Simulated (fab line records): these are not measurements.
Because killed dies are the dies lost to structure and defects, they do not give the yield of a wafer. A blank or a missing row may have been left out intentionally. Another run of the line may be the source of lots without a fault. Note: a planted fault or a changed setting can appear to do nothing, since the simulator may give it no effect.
fab line records | flow n5Finfet
record: lots: 7 | wafers: 17 | lastDay: 16
route steps=1938 shown BEOL_M2@909 BEOL_M4@1111 PASSIVATION@1936
lots that met no fault: taken from a fault-free run of the same line
startH: start of the lot's first displayed wafer, in hours after the record's first day | waitH: hours elapsed since this lot's preceding step | " identical to the entry in the row above | L1.1+2: a single row standing in for several wafers | - no value, or no start given | * or withheld: withheld | < > ~ a bound
route shown NAME@n: names a module that has steps shown in the file, with the first one's number in the route | usual: mean/standard deviation of fault-free wafers | same: alike in all rows | chamber/n: place in a boat | sites: per-site readings | _std_site: their standard deviation | _edge_site: the outer-site mean with the inner-site mean subtracted | radiusMm: for every site, how far away it sits from the centre of the wafer | mask NAME#n: copy n | behind: the last tool/chamber to shape the wafer | hold: cause of the lot's hold/its duration in hours/its outcome | device: the transistor (n, p or np) that didn't switch | end of line: the tests these same wafers got at the end of their route | a step with no rows: only its recipe | killed: at the first sort, the dies lost to defects and structure; wafer yield is something else | map: the dies of a wafer, with x for killed, . for not killed, _ for no die there
set.NAME: the setting as run; set.NAME@STEP: as run at that earlier step | model.NAME: the simulator's own value behind a step, which no gauge read
a table for each step, a row for each wafer; lots at some steps of the route
services: the hour from which a tool's chamber was out of use, counted from the record's first day as startH (under 0 if before that day), plus the number of hours and why
== steps ==
step: N5_BEOL_M2_ANNEAL_82
recipe: tempC: 400 | timeS: 240 | ambient: vacuum
usual: heaterPowerW: 823/77 | susceptor_temp_C_max: 401.1/0.47
lot.wafer | tool          | chamber | startH | waitH | heaterPowerW | susceptor_temp_C_max
L155.4    | pvdSputter-01 | -       | 163.34 | 0.1   | 755          | 400.7
L155.5    | "             | -       | "      | "     | 883          | 400.6
L155.6    | "             | -       | "      | "     | 896          | 401.8
L159.3    | pvdSputter-03 | -       | 199.70 | 0.0   | 842          | 401.3
L159.4    | "             | -       | "      | "     | 805          | 401.3
L159.6    | "             | -       | "      | "     | 795          | 401.8
L160.2    | pvdSputter-02 | -       | 202.47 | 0.0   | 698          | 401.7
L160.5    | "             | -       | "      | "     | 824          | 400.8
L164.1    | pvdSputter-02 | -       | 220.06 | 0.0   | 975          | 401.0
L164.2    | "             | -       | "      | "     | 815          | 401.1
L164.4    | "             | -       | "      | "     | 881          | 401.3
L167.2    | pvdSputter-01 | -       | 238.89 | 0.0   | 865          | 401.1
L167.3    | "             | -       | "      | "     | 927          | 400.7
L170.1    | pvdSputter-01 | -       | 264.23 | 0.0   | 917          | 401.9
L170.6    | "             | -       | "      | "     | 907          | 400.4
L171.2    | pvdSputter-01 | -       | 271.83 | 0.0   | 880          | 400.9
L171.6    | "             | -       | "      | "     | 743          | 401.3
step: N5_BEOL_M2_SPUTTER_86
recipe: material: Cu | targetThkA: 45 | tempC: -20 | chamberPressurePa: 0.07 | powerW: withheld | timeS: 8.29
step: N5_BEOL_M2_ANNEAL_87
recipe: tempC: 400 | timeS: 240 | ambient: vacuum
usual: heaterPowerW: 821/75 | susceptor_temp_C_max: 401.1/0.44
lot.wafer | tool          | chamber | startH | waitH | heaterPowerW | susceptor_temp_C_max
L155.4    | pvdSputter-01 | -       | 163.56 | 0.1   | 764          | 401.1
L155.5    | "             | -       | "      | "     | 887          | 400.7
L155.6    | "             | -       | "      | "     | 858          | 401.1
L159.3    | pvdSputter-03 | -       | 199.92 | 0.0   | 842          | 401.2
L159.4    | "             | -       | "      | "     | 811          | 400.8
L159.6    | "             | -       | "      | "     | 805          | 400.9
L160.2    | pvdSputter-02 | -       | 202.69 | 0.0   | 709          | 401.8
L160.5    | "             | -       | "      | "     | 798          | 401.1
L164.1    | pvdSputter-02 | -       | 220.28 | 0.0   | 954          | 401.5
L164.2    | "             | -       | "      | "     | 808          | 401.2
L164.4    | "             | -       | "      | "     | 883          | 401.0
L167.2    | pvdSputter-01 | -       | 239.11 | 0.0   | 856          | 401.6
L167.3    | "             | -       | "      | "     | 910          | 400.1
L170.1    | pvdSputter-01 | -       | 264.45 | 0.0   | 868          | 401.9
L170.6    | "             | -       | "      | "     | 912          | 400.9
L171.2    | pvdSputter-01 | -       | 272.05 | 0.0   | 882          | 400.7
L171.6    | "             | -       | "      | "     | 748          | 400.7
step: N5_BEOL_M2_SPUTTER_88
recipe: material: Cu | targetThkA: 45 | tempC: -20 | chamberPressurePa: 0.07 | powerW: withheld | timeS: 8.29
step: N5_BEOL_M2_ANNEAL_89
recipe: tempC: 400 | timeS: 240 | ambient: vacuum
step: N5_BEOL_M2_SPUTTER_90
recipe: material: Cu | targetThkA: 45 | tempC: -20 | chamberPressurePa: 0.07 | powerW: withheld | timeS: 8.29
usual: chuckGasFlowSccm: 1.27/0.052 | chuckSensorTempC: -16.0/0.46 | throttleValvePct: 29.8/0.76
lot.wafer | tool          | chamber | startH | waitH | chuckGasFlowSccm | chuckSensorTempC | throttleValvePct
L155.4    | pvdSputter-01 | -       | 163.89 | 0.0   | 1.30             | -16.0            | 29.4
L155.5    | "             | -       | "      | "     | 1.35             | -16.4            | 29.9
L155.6    | "             | -       | "      | "     | 1.28             | -15.0            | 29.1
L159.3    | pvdSputter-03 | -       | 200.28 | 0.1   | 1.26             | -15.7            | 29.2
L159.4    | "             | -       | "      | "     | 1.32             | -16.5            | 30.9
L159.6    | "             | -       | "      | "     | 1.32             | -16.6            | 30.8
L160.2    | pvdSputter-02 | -       | 203.05 | 0.1   | 1.35             | -16.0            | 29.7
L160.5    | "             | -       | "      | "     | 1.25             | -16.2            | 30.7
L164.1    | pvdSputter-02 | -       | 220.64 | 0.1   | 1.33             | -16.2            | 28.4
L164.2    | "             | -       | "      | "     | 1.26             | -16.1            | 31.2
L164.4    | "             | -       | "      | "     | 1.28             | -16.8            | 29.8
L167.2    | pvdSputter-01 | -       | 239.47 | 0.1   | 1.23             | -15.1            | 29.3
L167.3    | "             | -       | "      | "     | 1.25             | -16.1            | 30.5
L170.1    | pvdSputter-01 | -       | 264.81 | 0.1   | 1.24             | -15.0            | 29.3
L170.6    | "             | -       | "      | "     | 1.18             | -16.1            | 30.5
L171.2    | pvdSputter-01 | -       | 272.41 | 0.1   | 1.21             | -16.3            | 30.1
L171.6    | "             | -       | "      | "     | 1.34             | -16.0            | 29.4
step: N5_BEOL_M2_ANNEAL_91
recipe: tempC: 400 | timeS: 240 | ambient: vacuum
usual: heaterPowerW: 823/77 | susceptor_temp_C_max: 401.1/0.46
lot.wafer | tool          | chamber | startH | waitH | heaterPowerW | susceptor_temp_C_max
L155.4    | pvdSputter-01 | -       | 164.00 | 0.1   | 756          | 400.5
L155.5    | "             | -       | "      | "     | 883          | 400.7
L155.6    | "             | -       | "      | "     | 880          | 401.5
L159.3    | pvdSputter-03 | -       | 200.36 | 0.0   | 848          | 401.4
L159.4    | "             | -       | "      | "     | 801          | 401.7
L159.6    | "             | -       | "      | "     | 831          | 401.3
L160.2    | pvdSputter-02 | -       | 203.13 | 0.0   | 703          | 401.3
L160.5    | "             | -       | "      | "     | 813          | 400.7
L164.1    | pvdSputter-02 | -       | 220.72 | 0.0   | 971          | 401.0
L164.2    | "             | -       | "      | "     | 809          | 401.0
L164.4    | "             | -       | "      | "     | 890          | 401.4
L167.2    | pvdSputter-01 | -       | 239.55 | 0.0   | 886          | 401.4
L167.3    | "             | -       | "      | "     | 927          | 400.9
L170.1    | pvdSputter-01 | -       | 264.89 | 0.0   | 845          | 401.9
L170.6    | "             | -       | "      | "     | 906          | 400.8
L171.2    | pvdSputter-01 | -       | 272.49 | 0.0   | 894          | 401.1
L171.6    | "             | -       | "      | "     | 748          | 400.6
step: N5_BEOL_M2_SPUTTER_92
recipe: material: Cu | targetThkA: 45 | tempC: -20 | chamberPressurePa: 0.07 | powerW: withheld | timeS: 8.29
step: N5_BEOL_M2_ANNEAL_93
recipe: tempC: 400 | timeS: 240 | ambient: vacuum
usual: heaterPowerW: 822/76 | susceptor_temp_C_max: 401.1/0.41
lot.wafer | tool          | chamber | startH | waitH | heaterPowerW | susceptor_temp_C_max
L155.4    | pvdSputter-01 | -       | 164.22 | 0.1   | 754          | 401.2
L155.5    | "             | -       | "      | "     | 895          | 400.6
L155.6    | "             | -       | "      | "     | 876          | 401.2
L159.3    | pvdSputter-03 | -       | 200.58 | 0.0   | 833          | 401.6
L159.4    | "             | -       | "      | "     | 804          | 401.2
L159.6    | "             | -       | "      | "     | 791          | 401.0
L160.2    | pvdSputter-02 | -       | 203.35 | 0.0   | 688          | 401.4
L160.5    | "             | -       | "      | "     | 794          | 401.1
L164.1    | pvdSputter-02 | -       | 220.94 | 0.0   | 973          | 401.2
L164.2    | "             | -       | "      | "     | 788          | 401.1
L164.4    | "             | -       | "      | "     | 864          | 400.9
L167.2    | pvdSputter-01 | -       | 239.77 | 0.0   | 866          | 401.4
L167.3    | "             | -       | "      | "     | 925          | 400.4
L170.1    | pvdSputter-01 | -       | 265.11 | 0.0   | 906          | 401.5
L170.6    | "             | -       | "      | "     | 935          | 400.7
L171.2    | pvdSputter-01 | -       | 272.71 | 0.0   | 884          | 401.0
L171.6    | "             | -       | "      | "     | 750          | 400.3
step: N5_BEOL_M2_SPUTTER_94
recipe: material: Cu | targetThkA: 45 | tempC: -20 | chamberPressurePa: 0.07 | powerW: withheld | timeS: 8.29
step: N5_BEOL_M2_ANNEAL_95
recipe: tempC: 400 | timeS: 240 | ambient: vacuum
step: N5_BEOL_M2_SPUTTER_96
recipe: material: Cu | targetThkA: 45 | tempC: -20 | chamberPressurePa: 0.07 | powerW: withheld | timeS: 8.29
step: N5_BEOL_M2_ECD_50
recipe: material: Cu | targetThkA: 3000
lot.wafer | tool     | chamber | startH | waitH | model.Cu_of_BEOL_M2_ECD_50.thkNm
L155.4    | ecdCu-02 | 1       | 164.65 | 0.1   | 299.8
L155.5    | "        | 0       | "      | "     | 294.8
L155.6    | "        | 1       | "      | "     | 295.4
L159.3    | ecdCu-02 | 1       | 201.08 | 0.1   | 306
L159.4    | "        | 0       | "      | "     | 299
L159.6    | "        | 1       | "      | "     | 300
L160.2    | ecdCu-02 | 0       | 203.82 | 0.1   | 302.4
L160.5    | "        | 0       | "      | "     | 303.2
L164.1    | ecdCu-01 | 1       | 221.41 | 0.1   | 300.4
L164.2    | "        | 0       | "      | "     | 300.6
L164.4    | "        | 1       | "      | "     | 297.2
L167.2    | ecdCu-01 | 1       | 240.24 | 0.1   | 444
L167.3    | "        | 0       | "      | "     | 298
L170.1    | ecdCu-01 | 1       | 265.59 | 0.1   | 296.2
L170.6    | "        | 1       | "      | "     | 446.6
L171.2    | ecdCu-01 | 1       | 273.18 | 0.1   | 444.2
L171.6    | "        | 1       | "      | "     | 447.4
step: N5_BEOL_M2_ANNEAL_51
recipe: tempC: 225 | timeS: 90 | ambient: N2
step: N5_BEOL_M2_CMP_52
recipe: stopOn: SiOC | tOverpolishS: 6.8 | downForcePsi: 1 | platenRpm: 50 | clearingPlatenDownForcePsi: 1.5 | clearingPlatenRpm: 50 | postCmpClean: cuAlkaline | targetThkNm: 40 | clearingPlatenPadVelocityMS: 0.99484 | padVelocityMS: 0.99484
usual: motorCurrentA: 6.4/0.68 | timeToEndpointS: 61/4.4
lot.wafer | tool   | chamber | startH | waitH | motorCurrentA | timeToEndpointS
L155.4    | cmp-01 | 2       | 165.04 | 0.2   | 5.5           | 63
L155.6    | "      | 1       | "      | "     | 6.1           | 65
L155.5    | "      | 2       | "      | "     | 5.1           | 62
L159.3    | cmp-03 | 0       | 201.96 | 0.2   | 6.2           | 61
L159.4    | "      | 1       | "      | "     | 6.9           | 64
L159.6    | "      | 0       | "      | "     | 6.2           | 59
L160.2    | cmp-03 | 2       | 204.20 | 0.2   | 6.8           | 56
L160.5    | "      | 3       | "      | "     | 6.6           | 66
L164.2    | cmp-03 | 1       | 221.79 | 0.2   | 6.9           | 63
L164.4    | "      | 2       | "      | "     | 7.1           | 59
L164.1    | "      | 3       | "      | "     | 6.8           | 70
L167.2    | cmp-01 | 1       | 240.66 | 0.2   | 6.0           | 89
L167.3    | "      | 3       | "      | "     | 5.6           | 61
L170.1    | cmp-02 | 3       | 266.04 | 0.3   | 5.5           | 53
L170.6    | "      | 2       | "      | "     | 6.6           | 92
L171.2    | cmp-03 | 0       | 273.61 | 0.3   | 6.2           | 88
L171.6    | "      | 3       | "      | "     | 7.4           | 98
step: N5_BEOL_M2_THK_MEAS_53
recipe: thkMeasGauge: xrf | reads: Cu_of_BEOL_M2_ECD_50
usual: M2_THK: 39.8/2
lot.wafer | tool         | chamber | startH | waitH | M2_THK[nm]
L155.4    | filmMetro-02 | -       | 165.30 | -     | 37.7
L155.5    | "            | -       | "      | "     | 36.4
L155.6    | "            | -       | "      | "     | 42.1
L159.3    | filmMetro-02 | -       | 202.26 | -     | 38.8
L159.4    | "            | -       | "      | "     | 42.7
L159.6    | "            | -       | "      | "     | 40.3
L160.2    | filmMetro-02 | -       | 204.50 | -     | 39.8
L160.5    | "            | -       | "      | "     | 42.0
L164.1    | filmMetro-01 | -       | 222.08 | -     | 40.2
L164.2    | "            | -       | "      | "     | 40.8
L164.4    | "            | -       | "      | "     | 37.8
L167.2    | filmMetro-02 | -       | 240.92 | -     | 41.0
L167.3    | "            | -       | "      | "     | 41.2
L170.1    | filmMetro-02 | -       | 266.26 | -     | 38.5
L170.6    | "            | -       | "      | "     | 36.1
L171.2    | filmMetro-01 | -       | 273.87 | -     | 35.2
L171.6    | "            | -       | "      | "     | 41.8
step: N5_BEOL_M4_RC_MEAS_101
usual: DIBL_N: 37.5/2 | DIBL_P: 37.5/2.5 | IOFF_N: 0.18/0.042 | IOFF_P: 0.24/0.046 | ION_N: 677/15 | ION_P: 464/9.5 | SS_N: 72.0/0.76 | SS_P: 73.6/0.79 | VT_N: 249/3.5 | VT_P: -249/3.2
lot.wafer | tool      | chamber | startH | waitH | DIBL_N[mV/V] | DIBL_P[mV/V] | IOFF_N[nA/um] | IOFF_P[nA/um] | ION_N[uA/um] | ION_P[uA/um] | SS_N[mV/dec] | SS_P[mV/dec] | VT_N[mV] | VT_P[mV]
L155.4    | prober-01 | 0       | 195.50 | 0.5   | 39.9         | 41.6         | 0.27          | 0.35          | 674          | 451          | 73.4         | 75.9         | 244      | -248
L155.5    | "         | 0       | "      | "     | 38.8         | 38.5         | 0.25          | 0.25          | 688          | 461          | 73.1         | 73.8         | 245      | -249
L155.6    | "         | 0       | "      | "     | 34.3         | 35.8         | 0.15          | 0.19          | 687          | 469          | 71.6         | 73.0         | 251      | -252
L159.3    | prober-02 | 0       | 221.36 | 0.3   | 36.1         | 37.0         | 0.15          | 0.24          | 664          | 465          | 70.5         | 72.8         | 249      | -247
L159.4    | "         | 0       | "      | "     | 38.5         | 39.1         | 0.20          | 0.28          | 683          | 471          | 71.2         | 73.7         | 243      | -248
L159.6    | "         | 0       | "      | "     | 39.5         | 38.0         | 0.25          | 0.27          | 685          | 468          | 72.0         | 73.5         | 242      | -246
L160.2    | prober-01 | 0       | 225.04 | 0.2   | 40.0         | 42.0         | 0.24          | 0.31          | 682          | 461          | 72.6         | 75.7         | 247      | -248
L160.5    | "         | 0       | "      | "     | 37.6         | 39.6         | 0.19          | 0.26          | 683          | 468          | 71.8         | 73.9         | 250      | -248
L164.1    | prober-02 | 0       | 244.72 | 0.0   | 34.6         | 33.6         | 0.13          | 0.18          | 667          | 455          | 71.9         | 73.6         | 254      | -251
L164.2    | "         | 0       | "      | "     | 34.9         | 34.2         | 0.15          | 0.21          | 657          | 455          | 71.8         | 72.4         | 249      | -248
L164.4    | "         | 0       | "      | "     | 38.6         | 39.3         | 0.22          | 0.29          | 695          | 473          | 72.4         | 74.2         | 245      | -244
L167.2    | prober-01 | 0       | 266.94 | 0.2   | 34.2         | 33.9         | 0.13          | 0.19          | 650          | 451          | 71.8         | 72.7         | 252      | -251
L167.3    | "         | 0       | "      | "     | 38.3         | 39.4         | 0.21          | 0.27          | 678          | 468          | 71.9         | 74.3         | 247      | -248
L170.1    | prober-01 | 0       | 290.49 | 0.0   | 38.4         | 36.7         | 0.21          | 0.25          | 700          | 471          | 72.7         | 73.4         | 246      | -247
L170.6    | "         | 0       | "      | "     | 37.0         | 36.1         | 0.19          | 0.25          | 688          | 473          | 71.2         | 73.6         | 245      | -247
L171.2    | prober-02 | 0       | 294.64 | 0.2   | 35.6         | 33.7         | 0.15          | 0.18          | 655          | 448          | 71.5         | 73.1         | 252      | -255
L171.6    | "         | 0       | "      | "     | 37.4         | 36.5         | 0.18          | 0.20          | 693          | 467          | 72.1         | 73.8         | 247      | -251
step: N5_PASSIVATION_PROBE_49
usual: defectLimitedYield: 91.8/1.5 | killed_at_M0_to_M3: 33/11 | killed_at_M4_up: 13/5 | killedAtContacts: 11/5.6 | killedAtFrontEnd: 36/12 | killedAtOther: 3.4/2.5 | killedDies: 97/18 | killedOpen: 64/13 | killedShort: 31/6.9 | sort_bin_4_leakage: 0.01/0.048 | sort_bin_5_function: 4.8/1 | sort_bin_6_memory: 3.1/0.64 | sort_bin_8_speed: 0.00/0.014 | sortNPass: 1083/18 | sortYieldPct: 91.8/1.5
same: grossDies: 1180 | killedAtBackSide: 0
lot.wafer | tool      | chamber | startH | waitH | defectLimitedYield[%] | killed_at_M0_to_M3 | killed_at_M4_up | killedAtContacts | killedAtFrontEnd | killedAtOther | killedDies | killedOpen | killedShort | sort_bin_4_leakage[%] | sort_bin_5_function[%] | sort_bin_6_memory[%] | sort_bin_8_speed[%] | sortNPass | sortYieldPct[%]
L164.1    | prober-02 | -       | 355.35 | 0.0   | 91.6                  | 40                 | 14              | 5                | 37               | 3             | 99         | 58         | 39          | 0                     | 4.6                    | 3.5                  | 0                   | 1081      | 91.6
L164.2    | prober-02 | -       | 355.40 | 0.1   | 90.5                  | 46                 | 17              | 12               | 36               | 1             | 112        | 74         | 31          | 0                     | 6.2                    | 2.8                  | 0                   | 1068      | 90.5
L164.4    | prober-02 | -       | 355.50 | 0.2   | 93.1                  | 35                 | 11              | 0                | 29               | 6             | 81         | 45         | 35          | 0                     | 3.9                    | 2.7                  | 0                   | 1099      | 93.1
L167.3    | prober-02 | -       | 370.18 | 0.1   | 89.7                  | 49                 | 17              | 10               | 42               | 3             | 121        | 83         | 36          | 0                     | 6.6                    | 3.3                  | 0                   | 1059      | 89.7
killed by level:class
L164.1 BEOL_M0_SAQP:geometricParticle:short=14 STI_FIN_REVEAL:geometricParticle:open=9 BEOL_M0_SAQP:geometricParticle:open=9 STARTING-WAFER:geometricParticle:open=7 DUMMY_GATE:geometricParticle:short=5 BEOL_M8:geometricParticle:open=4 GATE_CUT:geometricParticle:short=4 BEOL_M0:geometricParticle:short=4
L164.2 STI_FIN_REVEAL:geometricParticle:open=16 MOL_CONTACT_COAG:geometricParticle:open=11 BEOL_M0_SAQP:geometricParticle:short=10 BEOL_M3:geometricParticle:open=7 BEOL_M6:geometricParticle:open=6 BEOL_M0_SAQP:geometricParticle:open=6 BEOL_M2:geometricParticle:open=6 BEOL_M0:geometricParticle:short=5
L164.4 BEOL_M2:geometricParticle:open=10 STI_FIN_REVEAL:geometricParticle:open=6 BEOL_M0_SAQP:geometricParticle:short=6 BEOL_M0:geometricParticle:short=6 FIN_SAQP:geometricParticle:short=5 BEOL_M0_SAQP:geometricParticle:open=5 BEOL_M4:geometricParticle:open=5 BEOL_M2:geometricParticle:short=4
L167.3 BEOL_M3:geometricParticle:open=12 BEOL_M2:geometricParticle:open=10 MOL_CONTACT_COAG:geometricParticle:open=10 FIN_SAQP:geometricParticle:open=7 STI_FIN_REVEAL:geometricParticle:open=7 GATE_CUT:geometricParticle:short=7 BEOL_M1:geometricParticle:open=7 BEOL_M0_SAQP:geometricParticle:open=6
== services ==
tool          | chamber | startH | hours | kind
cmp-01        | -       | 144.82 | 1.6   | repair
ecdCu-01      | -       | 148.85 | 4.1   | pm
cmp-03        | -       | 167.76 | 4.0   | pm
cmp-01        | -       | 171.34 | 4.0   | pm
cmp-03        | -       | 171.76 | -     | consumableReplace:conditioner
cmp-03        | -       | 171.76 | -     | consumableReplace:pad
cmp-01        | -       | 175.34 | -     | consumableReplace:conditioner
cmp-01        | -       | 175.34 | -     | consumableReplace:pad
cmp-02        | -       | 202.83 | 2.3   | repair
cmp-01        | -       | 211.66 | 0.2   | repair
cmp-02        | -       | 239.17 | 1.1   | repair
pvdSputter-01 | -       | 252.79 | 1.5   | repair
cmp-01        | -       | 260.34 | 2.1   | repair
cmp-02        | -       | 261.89 | 2.7   | repair
== key ==
firstSign: step: N5_BEOL_M2_CMP_52 | reading: timeToEndpointS | direction: up | sigmas: 7 | usual: * | struck: *
effect none on later readings
modelEffect: step: N5_BEOL_M2_ECD_50 | value: Cu_of_BEOL_M2_ECD_50.thkNm | without: 299.1 | struck: 445.6
metAt N5_BEOL_M2_ECD_50
struckWafers L167.2,L170.6,L171.2,L171.6
onsetBetween 221.41 240.24
fault: kind: processParameterDrift | tool: ecdCu-01 | chamber: - | onsetH: 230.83 | steps: N5_BEOL_M2_ECD_50 | channel: targetThkA | offset: * | shape: step | endH: 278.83 | scope: struckWafersOnly | actsIn: * | stated: *
